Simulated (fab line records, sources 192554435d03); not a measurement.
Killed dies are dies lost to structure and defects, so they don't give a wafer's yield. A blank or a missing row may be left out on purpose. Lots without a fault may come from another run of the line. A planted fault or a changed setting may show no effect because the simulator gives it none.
fab line records | flow n5_finfet
record lots=8 wafers=24 last_day=18
route steps=1938 shown BEOL_M4@1111 BEOL_M12@1617 PASSIVATION@1936
lots that met no fault: from a run of the same line without faults
start_h: hours from the record's first day to the start of the lot's first wafer shown | wait_h: hours since the lot's step before | " the same as in the row above | L1.1+2: a row that stands for several wafers | - no value, or no start given | * or withheld: withheld | < > ~ a bound
route shown NAME@n: a module of which the file shows steps, and the number in the route of the first | usual: mean/standard deviation of fault-free wafers | same: alike in all rows | chamber/n: place in a boat | sites: the reading at each site | _std_site: their standard deviation | _edge_site: outer sites' mean less inner sites' | radius_mm: how far each site lies from the wafer's centre | mask NAME#n: copy n | behind: the tool/chamber that last shaped the wafer | hold: why the lot was held/for how many hours/how that ended | device: the transistor (n, p or np) that didn't switch | end of line: the same wafers' tests at the end of the route | a step without rows: its recipe alone | killed: dies lost to structure and defects at the first sort, not the wafer's yield | map: a wafer's dies, x killed, . not, _ none there
set.NAME: the setting as run; set.NAME@STEP: as run at that earlier step | model.NAME: the simulator's own value behind a step, which no gauge read
steps of the route over a sample of lots; a table a step, a row a wafer
services: from which hour (start_h, from the record's first day; less than 0 if before it) a tool's chamber was out of use, for how many hours, and why
## steps
# step N5_BEOL_M4_RC_MEAS_101
# usual DIBL_N=36.3/1.6 DIBL_P=36.5/1.6 IOFF_N=0.163/0.026 IOFF_P=0.22/0.033 ION_N=676/9.9 ION_P=464/6.5 SS_N=71.5/0.5 SS_P=73.3/0.64 VT_N=249.3/2.9 VT_P=-250/3.2
# columns lot.wafer tool chamber start_h wait_h DIBL_N[mV/V] DIBL_P[mV/V] IOFF_N[nA/um] IOFF_P[nA/um] ION_N[uA/um] ION_P[uA/um] SS_N[mV/dec] SS_P[mV/dec] VT_N[mV] VT_P[mV]
L619.2 prober-02 0 208.37 0.2 36.9 37.9 0.179 0.22 673 463 71.6 74.8 245.1 -251
L619.3 " 0 " " 37.0 38.1 0.182 0.22 688 466 71.7 73.9 246.4 -250
L619.4 " 0 " " 35.6 36.5 0.160 0.20 697 464 70.8 74.3 248.8 -253
L623.2 prober-02 0 234.80 0.2 38.9 37.9 0.218 0.28 683 474 72.0 73.7 246.9 -247
L623.5 " 0 " " 39.4 38.2 0.235 0.28 689 469 72.1 74.2 242.8 -246
L623.6 " 0 " " 39.1 37.9 0.222 0.28 696 473 72.5 73.8 244.2 -245
L627.3 prober-02 0 262.66 0.3 34.6 35.7 0.129 0.19 658 457 71.6 72.6 253.8 -253
L627.4 " 0 " " 34.3 35.6 0.123 0.19 671 467 71.3 72.8 253.7 -250
L627.6 " 0 " " 36.5 38.5 0.157 0.22 670 464 71.7 72.6 250.7 -250
L628.1 prober-02 0 270.75 0.0 37.3 36.9 0.188 0.22 682 458 72.1 73.1 246.8 -248
L628.2 " 0 " " 36.9 36.7 0.187 0.22 675 459 72.5 73.4 244.9 -250
L628.6 " 0 " " 36.6 36.5 0.175 0.21 680 461 72.1 72.7 248.3 -249
L630.1 prober-01 0 277.88 0.0 36.2 36.7 0.152 0.19 667 455 71.4 73.9 250.6 -255
L630.2 " 0 " " 35.1 35.2 0.132 0.17 659 454 71.5 73.3 254.4 -253
L630.3 " 0 " " 35.8 36.3 0.154 0.18 683 461 71.4 73.4 250.6 -256
L633.3 prober-01 0 307.48 0.3 33.9 34.1 0.123 0.21 676 477 71.4 72.4 255.8 -246
L633.4 " 0 " " 34.3 34.0 0.123 0.20 665 459 71.0 73.1 254.4 -248
L633.6 " 0 " " 34.3 33.9 0.128 0.21 663 467 71.2 72.2 256.5 -247
L636.1 prober-01 0 316.29 0.0 36.0 37.1 0.169 0.22 669 465 71.8 73.4 249.5 -250
L636.2 " 0 " " 34.9 35.2 0.145 0.19 662 456 71.6 73.5 252.3 -251
L636.5 " 0 " " 35.7 36.3 0.164 0.22 672 462 71.7 73.8 250.3 -248
L637.1 prober-01 0 320.48 0.0 36.3 35.8 0.173 0.24 681 463 71.5 73.2 246.1 -246
L637.4 " 0 " " 36.5 35.5 0.165 0.23 671 462 72.0 74.0 247.7 -246
L637.6 " 0 " " 38.5 39.0 0.217 0.30 696 473 72.0 74.1 243.8 -245
# step N5_BEOL_M12_VIA_ETCH_16
# recipe chemistry=C4F8/O2/Ar target=SiOC pressure_mtorr=30 source_w=3000 bias_w=700 Ar_flow_sccm=400 C4F8_flow_sccm=15 O2_flow_sccm=8 he_inner_torr=15 he_outer_torr=30 target_depth_a=7248 time_s=withheld ion_energy_ev=250 ends=cleared
# usual C4F8_flow_sccm=15.01/0.044 O2_flow_sccm=7.999/0.022 bias_w=700.1/2.1 chamber_pressure_mTorr=29.999/0.027 drypump_motor_current_A=5.8/0.33 he_outer_torr=30.00/0.062 mfc_ar_sccm=400.1/1.3 oes_product_au=0.71/0.063 rf_vpp_V=665/3.5 showerhead_plenum_p_Torr=3.39/0.13 throttle_valve_pct=24.2/0.3
# columns lot.wafer tool chamber start_h wait_h C4F8_flow_sccm O2_flow_sccm bias_w chamber_pressure_mTorr drypump_motor_current_A he_outer_torr mfc_ar_sccm oes_product_au rf_vpp_V showerhead_plenum_p_Torr throttle_valve_pct
L619.2 rie_diel-03 1 281.60 0.0 14.97 8.009 696.6 29.980 6.3 30.07 398.8 0.78 662 3.34 23.8
L619.3 " 2 " " 15.00 7.997 697.4 29.993 5.5 29.95 402.6 0.66 669 3.53 24.6
L619.4 " 0 " " 14.99 7.963 700.6 29.991 5.1 29.95 400.2 0.79 662 3.33 24.1
L623.2 rie_diel-04 2 305.77 0.0 15.04 7.991 699.5 29.972 5.6 30.03 398.5 0.65 668 3.51 24.7
L623.5 " 1 " " 14.97 7.993 699.3 29.998 6.2 29.97 400.4 0.75 671 3.61 24.3
L623.6 " 0 " " 14.98 7.995 701.1 29.974 5.5 29.84 400.0 0.73 662 3.31 23.9
L627.3 rie_diel-01 0 333.26 0.0 14.99 8.027 700.0 30.016 6.0 30.00 403.2 0.69 662 3.26 23.9
L627.4 " 3 " " 15.01 8.009 699.6 30.005 5.7 30.03 398.3 0.66 661 3.26 24.4
L627.6 " 2 " " 14.99 8.001 706.0 29.986 6.2 30.00 399.6 0.85 665 3.37 23.9
L628.1 rie_diel-04 2 339.07 0.0 15.09 8.006 699.7 30.023 5.6 29.97 400.5 0.64 669 3.50 24.7
L628.2 " 0 " " 15.00 7.964 699.9 29.997 5.5 30.09 399.7 0.71 662 3.30 23.9
L628.6 " 0 " " 15.01 8.014 702.1 30.002 5.5 30.10 398.9 0.71 663 3.30 23.9
L630.1 rie_diel-03 3 352.23 0.0 14.97 8.001 700.3 29.997 5.9 29.96 399.8 0.64 661 3.25 24.5
L630.2 " 1 " " 14.97 7.993 699.3 30.062 6.4 29.83 400.5 0.75 663 3.32 23.9
L630.3 " 2 " " 14.97 7.970 699.2 30.027 5.5 29.96 398.9 0.64 670 3.51 24.6
L633.3 rie_diel-01 3 376.50 0.0 15.02 8.021 696.8 29.999 5.7 30.04 401.2 0.64 661 3.26 24.4
L633.4 " 2 " " 15.06 7.998 700.6 29.948 6.2 29.95 401.0 0.82 663 3.36 23.9
L633.6 " 0 " " 14.97 7.999 700.7 30.049 6.1 29.88 400.1 0.68 661 3.26 23.9
L636.1 rie_diel-04 1 380.71 0.0 15.04 8.019 701.1 30.020 6.2 29.99 401.1 0.72 669 3.60 24.3
L636.2 " 3 " " 14.93 7.964 697.2 29.963 5.6 29.95 398.7 0.70 668 3.59 24.5
L636.5 " 3 " " 14.95 7.991 698.5 30.002 5.6 29.96 399.9 0.68 671 3.59 24.5
L637.1 rie_diel-03 3 381.02 0.0 14.97 7.969 699.3 29.974 6.0 29.98 399.1 0.63 660 3.25 24.5
L637.4 " 0 " " 15.08 7.988 700.3 30.035 5.1 30.04 401.3 0.75 663 3.32 24.1
L637.6 " 3 " " 15.03 7.933 701.7 29.947 5.9 30.00 401.1 0.63 661 3.25 24.5
# step N5_BEOL_M12_TRENCH_ETCH_34
# recipe chemistry=C4F8/O2/Ar target=SiOC target_depth_a=3189.5 mask_material=SOC pressure_mtorr=30 source_w=3000 bias_w=700 Ar_flow_sccm=400 C4F8_flow_sccm=15 O2_flow_sccm=8 he_inner_torr=15 he_outer_torr=30 time_s=125.5 ion_energy_ev=250
# usual C4F8_flow_sccm=15.00/0.05 O2_flow_sccm=7.998/0.025 bias_w=699.7/2.2 chamber_pressure_mTorr=30.00/0.031 drypump_motor_current_A=5.8/0.32 he_outer_torr=30.01/0.06 mfc_ar_sccm=400.0/1.1 oes_product_au=0.79/0.064 rf_vpp_V=665/3.8 showerhead_plenum_p_Torr=3.42/0.14 throttle_valve_pct=24.2/0.31
# columns lot.wafer tool chamber start_h wait_h C4F8_flow_sccm O2_flow_sccm bias_w chamber_pressure_mTorr drypump_motor_current_A he_outer_torr mfc_ar_sccm oes_product_au rf_hours_counter_h rf_vpp_V showerhead_plenum_p_Torr throttle_valve_pct
L619.2 rie_diel-01 1 282.92 0.0 15.03 7.985 695.2 30.00 5.9 29.93 400.9 0.93 8 666 3.35 23.8
L619.3 " 2 " " 14.88 7.999 697.4 30.00 6.2 29.98 398.6 0.68 247 663 3.37 24.2
L619.4 " 3 " " 15.01 8.043 698.0 30.00 5.8 29.97 399.5 0.74 161 662 3.27 24.4
L623.2 rie_diel-04 0 307.45 0.0 14.99 8.002 699.1 30.01 5.5 30.00 400.3 0.80 112 661 3.31 23.9
L623.5 " 2 " " 14.93 7.984 695.1 30.01 5.6 30.05 398.5 0.72 - 669 3.51 24.7
L623.6 " 3 " " 15.02 8.015 698.3 30.01 5.7 30.04 400.6 0.79 - 670 3.60 24.4
L627.3 rie_diel-04 0 334.57 0.0 - - - - - - - - - - - -
L627.4 " 1 " " - - - - - - - - - - - -
L627.6 " 2 " " - - - - - - - - - - - -
L628.1 rie_diel-04 3 340.50 0.0 - - - - - - - - - - - -
L628.2 " 0 " " - - - - - - - - - - - -
L628.6 " 2 " " - - - - - - - - - - - -
L630.1 rie_diel-01 0 353.45 0.0 - - - - - - - - - - - -
L630.2 " 3 " " - - - - - - - - - - - -
L630.3 " 2 " " - - - - - - - - - - - -
L633.3 rie_diel-04 3 378.09 0.0 14.95 8.022 701.3 29.96 5.7 30.04 399.5 0.77 109 669 3.59 24.5
L633.4 " 3 " " 14.90 8.011 702.2 29.98 5.6 30.08 398.5 0.76 - 669 3.59 24.5
L633.6 " 0 " " 15.09 7.992 703.2 29.99 5.5 29.92 399.6 0.78 - 663 3.29 23.9
L636.1 rie_diel-04 0 382.02 0.0 14.98 7.984 699.9 30.02 5.5 29.97 397.9 0.78 143 661 3.29 23.9
L636.2 " 3 " " 15.03 8.012 702.8 30.00 5.7 30.00 401.0 0.75 111 669 3.59 24.5
L636.5 " 0 " " 15.02 8.056 700.2 29.96 5.5 29.97 398.6 0.77 - 662 3.29 23.9
L637.1 rie_diel-01 0 382.47 0.0 15.01 8.032 700.5 29.99 6.1 30.11 400.7 0.75 177 660 3.25 23.9
L637.4 " 3 " " 14.98 7.986 697.4 30.06 5.8 30.08 399.1 0.71 198 662 3.26 24.5
L637.6 " 0 " " 15.09 8.018 702.4 30.00 6.0 30.01 399.8 0.75 - 661 3.25 23.9
# step N5_BEOL_M12_OCD_MEAS_35
# usual trench_depth_nm=318/4.1
# columns lot.wafer tool chamber start_h wait_h trench_depth_nm
L619.2 ocd-01 - 283.07 0.0 322
L619.3 " - " " 311
L619.4 " - " " 319
L623.2 ocd-01 - 307.60 0.0 320
L623.5 " - " " 314
L623.6 " - " " 314
L627.3 ocd-01 - 334.73 0.0 0
L627.4 " - " " 0
L627.6 " - " " 0
L628.1 ocd-01 - 340.65 0.0 0
L628.2 " - " " 0
L628.6 " - " " 0
L630.1 ocd-01 - 353.60 0.0 0
L630.2 " - " " 0
L630.3 " - " " 0
L633.3 ocd-02 - 378.25 0.0 317
L633.4 " - " " 316
L633.6 " - " " 320
L636.1 ocd-02 - 382.17 0.0 322
L636.2 " - " " 313
L636.5 " - " " 319
L637.1 ocd-01 - 382.62 0.0 311
L637.4 " - " " 318
L637.6 " - " " 310
# step N5_BEOL_M12_STRIP_37
# recipe chemistry=N2/H2 power_w=1000 temp_c=250 h2_frac=0.65 overash_fraction=0.3 pressure_mtorr=withheld n2_flow_sccm=1750 h2_flow_sccm=3250
# usual drypump_motor_current_A=5.4/0.45 heater_power_w=333/24 n2_flow_sccm=1749/5.3 oes_product_au=0.789/0.011
# columns lot.wafer tool chamber start_h wait_h drypump_motor_current_A heater_power_w n2_flow_sccm oes_product_au rf_hours_counter_h
L619.2 plasma_asher-02 1 283.11 0.0 5.0 342 1750 0.790 125
L619.3 " 1 " " 5.0 349 1744 0.800 -
L619.4 " 0 " " 5.7 302 1757 0.782 -
L623.2 plasma_asher-02 1 307.64 0.0 5.0 341 1754 0.757 130
L623.5 " 1 " " 5.0 357 1762 0.805 -
L623.6 " 0 " " 5.8 299 1749 0.788 -
L627.3 plasma_asher-02 0 334.78 0.1 5.7 295 1750 0.790 -
L627.4 " 1 " " 5.0 347 1754 0.792 -
L627.6 " 0 " " 5.7 296 1741 0.767 -
L628.1 plasma_asher-01 0 340.69 0.0 4.9 332 1743 0.780 91
L628.2 " 1 " " 6.0 359 1749 0.779 91
L628.6 " 1 " " 6.0 352 1752 0.785 -
L630.1 plasma_asher-02 0 353.64 0.0 5.8 293 1746 0.784 139
L630.2 " 1 " " 5.0 351 1748 0.788 139
L630.3 " 1 " " 5.0 345 1743 0.783 -
L633.3 plasma_asher-01 0 378.30 0.1 5.0 332 1744 0.782 -
L633.4 " 1 " " 6.0 357 1756 0.785 -
L633.6 " 1 " " 6.0 363 1756 0.801 -
L636.1 plasma_asher-01 0 382.49 0.3 4.9 325 1751 0.798 103
L636.2 " 1 " " 6.0 353 1744 0.774 103
L636.5 " 1 " " 6.0 361 1744 0.793 -
L637.1 plasma_asher-01 1 382.66 0.0 6.0 355 1758 0.796 103
L637.4 " 0 " " 4.9 322 1752 0.796 -
L637.6 " 1 " " 6.0 362 1742 0.795 -
# step N5_BEOL_M12_ANNEAL_48
# recipe temp_c=225 time_s=90 ambient=N2
# usual anneal_temp_c=225.04/0.2 wafer_temp_C_max=225.92/0.29
# columns lot.wafer tool chamber start_h wait_h anneal_temp_c wafer_temp_C_max
L619.2 rtp_anneal-01 0 285.34 0.9 225.34 225.67
L619.3 " 0 " " 225.24 225.45
L619.4 " 0 " " 225.19 225.89
L623.2 rtp_anneal-02 0 308.50 0.1 225.30 226.21
L623.5 " 0 " " 225.38 226.50
L623.6 " 0 " " 225.15 226.11
L627.3 rtp_anneal-01 0 337.44 0.4 225.15 225.73
L627.4 " 0 " " 225.17 225.60
L627.6 " 0 " " 224.93 225.50
L628.1 rtp_anneal-02 0 341.76 0.1 225.08 225.72
L628.2 " 0 " " 225.13 225.51
L628.6 " 0 " " 225.06 226.09
L630.1 rtp_anneal-01 0 355.59 0.1 225.03 226.04
L630.2 " 0 " " 225.26 225.90
L630.3 " 0 " " 225.12 225.95
L633.3 rtp_anneal-02 0 384.50 0.4 224.89 226.43
L633.4 " 0 " " 224.94 226.32
L633.6 " 0 " " 224.89 226.27
L636.1 rtp_anneal-02 0 396.43 0.1 225.35 225.70
L636.2 " 0 " " 225.13 225.92
L636.5 " 0 " " 225.11 225.86
L637.1 rtp_anneal-02 0 403.22 0.3 225.20 225.48
L637.4 " 0 " " 224.97 225.91
L637.6 " 0 " " 225.47 225.89
# step N5_PASSIVATION_PROBE_49
# usual defect_limited_yield=91.2/1.5 killed_at_M0_to_M3=32/9.6 killed_at_M4_up=13/5.3 killed_at_contacts=13/6.7 killed_at_front_end=42/11 killed_at_other=3.8/2.9 killed_dies=103/17 killed_on_rim=14/4.4 killed_open=67/13 killed_short=35/7.9 sort_bin_5_function=5.2/0.94 sort_bin_6_memory=3.3/0.64 sort_n_pass=1077/17 sort_yield_pct=91.2/1.5
# same gross_dies=1180 killed_at_back_side=0 sort_bin_4_leakage[%]=0 sort_bin_8_speed[%]=0
# columns lot.wafer tool chamber start_h wait_h defect_limited_yield[%] killed_at_M0_to_M3 killed_at_M4_up killed_at_contacts killed_at_front_end killed_at_other killed_dies killed_on_rim killed_open killed_short sort_bin_5_function[%] sort_bin_6_memory[%] sort_n_pass sort_yield_pct[%]
L627.3 prober-01 - 376.48 0.1 0 22 1089 13 46 10 1180 152 60 37 96.9 2.9 0 0
L627.4 prober-01 - 376.53 0.2 0 13 1110 14 41 2 1180 152 49 24 97.5 2.4 0 0
L627.6 prober-01 - 376.63 0.3 0 36 1091 13 35 5 1180 152 58 42 96.9 2.8 0 0
L628.1 prober-01 - 378.37 0.0 0 45 1060 6 55 14 1180 152 86 45 94.4 4.8 0 0
L628.2 prober-01 - 378.42 0.1 0 54 1062 12 47 5 1180 152 86 45 95.0 4.4 0 0
L628.6 prober-01 - 378.62 0.3 0 39 1074 12 49 6 1180 152 89 38 95.9 3.6 0 0
L630.1 prober-01 - 402.21 0.0 0 45 1062 15 49 9 1180 152 75 55 95.3 4.2 0 0
L630.2 prober-01 - 402.26 0.1 0 15 1136 7 19 3 1180 152 37 16 98.4 1.4 0 0
L630.3 prober-01 - 402.31 0.1 0 21 1103 16 36 4 1180 152 64 28 96.6 3.0 0 0
# killed by level:class
L627.3 BEOL_M12:area_etch=1082 FIN_SAQP:geometric_particle:open=11 MOL_CONTACT_COAG:geometric_particle:open=11 GATE_CUT:geometric_particle:short=8 BEOL_M0_SAQP:geometric_particle:short=8 FIN_SAQP:geometric_particle:short=6 DUMMY_GATE:geometric_particle:open=5 BEOL_M0_SAQP:geometric_particle:open=5
L627.4 BEOL_M12:area_etch=1106 MOL_CONTACT_COAG:geometric_particle:open=13 FIN_SAQP:geometric_particle:open=12 FIN_SAQP:geometric_particle:short=8 STARTING-WAFER:geometric_particle:open=6 STI_FIN_REVEAL:geometric_particle:open=4 BEOL_M0_SAQP:geometric_particle:open=4 STI_FIN_REVEAL:geometric_particle:short=3
L627.6 BEOL_M12:area_etch=1080 BEOL_M0_SAQP:geometric_particle:open=11 FIN_SAQP:geometric_particle:short=10 FIN_SAQP:geometric_particle:open=10 MOL_CONTACT_COAG:geometric_particle:open=9 BEOL_M0_SAQP:geometric_particle:short=7 BEOL_M1:geometric_particle:open=6 MOL_CONTACT_COAG:geometric_particle:short=4
L628.1 BEOL_M12:area_etch=1048 FIN_SAQP:geometric_particle:open=24 BEOL_M3:geometric_particle:open=13 FIN_SAQP:geometric_particle:short=10 BEOL_M1:geometric_particle:open=10 STI_FIN_REVEAL:geometric_particle:open=8 BEOL_M3:geometric_particle:short=7 MOL_CONTACT_COAG:geometric_particle:open=5
L628.2 BEOL_M12:area_etch=1049 STI_FIN_REVEAL:geometric_particle:open=22 BEOL_M1:geometric_particle:open=21 BEOL_M0:geometric_particle:short=11 FIN_SAQP:geometric_particle:open=10 BEOL_M0_SAQP:geometric_particle:short=8 MOL_CONTACT_COAG:geometric_particle:open=7 BEOL_M5:geometric_particle:open=6
L628.6 BEOL_M12:area_etch=1053 FIN_SAQP:geometric_particle:open=16 BEOL_M1:geometric_particle:open=13 MOL_CONTACT_COAG:geometric_particle:open=11 FIN_SAQP:geometric_particle:short=10 BEOL_M2:geometric_particle:open=8 BEOL_M4:geometric_particle:open=8 GATE_CUT:geometric_particle:short=5
L630.1 BEOL_M12:area_etch=1048 MOL_CONTACT_COAG:geometric_particle:open=13 BEOL_M0_SAQP:geometric_particle:open=13 BEOL_M1:geometric_particle:open=11 FIN_SAQP:geometric_particle:short=10 GATE_CUT:geometric_particle:short=10 BEOL_M0_SAQP:geometric_particle:short=7 STI_FIN_REVEAL:geometric_particle:short=6
L630.2 BEOL_M12:area_etch=1124 MOL_CONTACT_COAG:geometric_particle:open=6 STI_FIN_REVEAL:geometric_particle:open=4 BEOL_M2:geometric_particle:open=4 STARTING-WAFER:geometric_particle:short=4 BEOL_M4:geometric_particle:open=3 BEOL_M8:geometric_particle:open=3 FIN_SAQP:geometric_particle:open=2
L630.3 BEOL_M12:area_etch=1087 MOL_CONTACT_COAG:geometric_particle:open=14 FIN_SAQP:geometric_particle:open=8 FIN_SAQP:geometric_particle:short=8 STI_FIN_REVEAL:geometric_particle:open=6 BEOL_M4:geometric_particle:open=6 BEOL_M2:geometric_particle:open=6 BEOL_M0_SAQP:geometric_particle:open=5
## services
# columns tool chamber start_h hours kind
rie_diel-01 2 290.57 - clean
rie_diel-01 2 290.57 - consumable_replace:focus_ring
rie_diel-01 2 290.57 21.6 scheduled_down
rie_diel-01 2 290.57 21.6 vent_cycle
rie_diel-04 1 344.77 30.9 repair
rie_diel-03 - 361.14 2.8 pm
plasma_asher-02 - 367.16 16.7 pm
rie_diel-04 2 376.09 - clean
rie_diel-04 2 376.09 - consumable_replace:focus_ring
rie_diel-04 2 376.09 16.8 scheduled_down
rie_diel-04 2 376.09 16.8 vent_cycle
rie_diel-04 1 384.65 6.6 repair
plasma_asher-01 - 389.86 2.8 pm
rie_diel-01 2 393.40 8.3 repair
rie_diel-03 - 395.93 0.4 repair
## key
first_sign step=N5_BEOL_M12_TRENCH_ETCH_34 reading=tool_record direction=missing
effect step=N5_BEOL_M12_OCD_MEAS_35 reading=trench_depth_nm direction=down sigmas=78 usual=318 struck=0
effect step=N5_PASSIVATION_PROBE_49 reading=killed_at_M4_up direction=up sigmas=99+ usual=13 struck=1087
more_kills_born_at N5_BEOL_M12_TRENCH_ETCH_34@rie_diel-04=6418 N5_BEOL_M12_TRENCH_ETCH_34@rie_diel-01=3259
met_at N5_BEOL_M12_TRENCH_ETCH_34
struck_lots L627,L628,L630
later_rows_left_out L627.3,L627.4,L627.6,L628.1,L628.2,L628.6,L630.1,L630.2,L630.3
not_acting_at N5_BEOL_M12_VIA_ETCH_16,N5_BEOL_M12_STRIP_37,N5_BEOL_M12_ANNEAL_48
onset_between 307.45 334.57
fault kind=skipped_step_whole tool=rie_diel-01,rie_diel-04 chamber=- onset_h=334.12 steps=N5_BEOL_M12_TRENCH_ETCH_34 scope=struck_lots_only
# later_rows_left_out: the simulator's readings of these wafers behind a module that went badly wrong aren't trusted and aren't shown, but for the sort
